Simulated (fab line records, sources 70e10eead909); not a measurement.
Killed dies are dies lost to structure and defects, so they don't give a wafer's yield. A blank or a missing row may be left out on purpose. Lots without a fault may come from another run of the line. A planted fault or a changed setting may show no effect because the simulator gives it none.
Chamber matching | flow nand_harc | NHARC_A_STAIRCASE_DESCUM_291 on rie_diel-03: 4 sister chambers
The step chemistry O2, time 3 s. 14 wafers are shown with their chamber, then 7 later ones without.

WAFERS WITH THEIR CHAMBER
wafer  | chamber | drypump_motor_current_A (A) | showerhead_plenum_p_Torr (Torr) | oes_product_au (a.u.)
L567.2 | 3       | 5.3                         | 1.83                            | 1.006
L567.5 | 1       | 6.2                         | 1.77                            | 1.010
L567.6 | 0       | 6.3                         | 1.84                            | 1.005
L570.4 | 3       | 5.3                         | 1.82                            | 0.995
L570.5 | 0       | 6.3                         | 1.84                            | 1.003
L570.6 | 2       | 5.2                         | 2.00                            | 0.972
L580.2 | 1       | 6.2                         | 2.07                            | 1.002
L580.3 | 2       | 5.2                         | 1.99                            | 0.995
L580.5 | 0       | 6.3                         | 1.83                            | 0.983
L582.2 | 0       | 6.3                         | 1.83                            | 0.997
L582.3 | 3       | 5.4                         | 1.81                            | 1.007
L582.4 | 2       | 5.2                         | 1.98                            | 1.004
L583.3 | 0       | 6.3                         | 1.83                            | 0.989
L583.4 | 1       | 6.2                         | 2.07                            | 0.997

SIGNATURES (means of the wafers above)
reading                  | chamber 0 | chamber 1 | chamber 2 | chamber 3 | scatter within a chamber
drypump_motor_current_A  | 6.300     | 6.200     | 5.200     | 5.333     | 0.0258
showerhead_plenum_p_Torr | 1.8340    | 1.9700    | 1.9900    | 1.8200    | 0.0778
oes_product_au           | 0.99540   | 1.00300   | 0.99033   | 1.00267   | 0.0103
Rule: a wafer's distance from a chamber is the root of the sum, over the readings, of the square of ((its reading less the chamber's mean) divided by the reading's scatter). The wafer belongs to the nearest chamber; if the next one is less than 2 further off, it can't be placed. The scatter: the root of (the sum of the squares of (reading less its chamber's mean) over the shown wafers, divided by (wafers less chambers)).

WAFERS WITHOUT THEIR CHAMBER
wafer  | drypump_motor_current_A (A) | showerhead_plenum_p_Torr (Torr) | oes_product_au (a.u.)
L583.5 | 6.3                         | 1.83                            | 0.980
L588.3 | 5.4                         | 1.81                            | 1.002
L588.4 | 6.3                         | 1.82                            | 0.992
L588.5 | 6.3                         | 1.82                            | 0.996
L589.1 | 5.2                         | 1.98                            | 0.998
L589.3 | 5.4                         | 1.81                            | 1.013
L589.5 | 5.2                         | 1.98                            | 0.998

WHICH CHAMBER EACH WENT THROUGH
wafer  | from the rows above | in truth
L583.5 | 0                   | 0
L588.3 | 3                   | 3
L588.4 | 0                   | 0
L588.5 | 0                   | 0
L589.1 | 2                   | 2
L589.3 | 3                   | 3
L589.5 | 2                   | 2
Placed correctly: 7 of 7. Can't be placed from these rows: 0. Placed wrongly: 0.
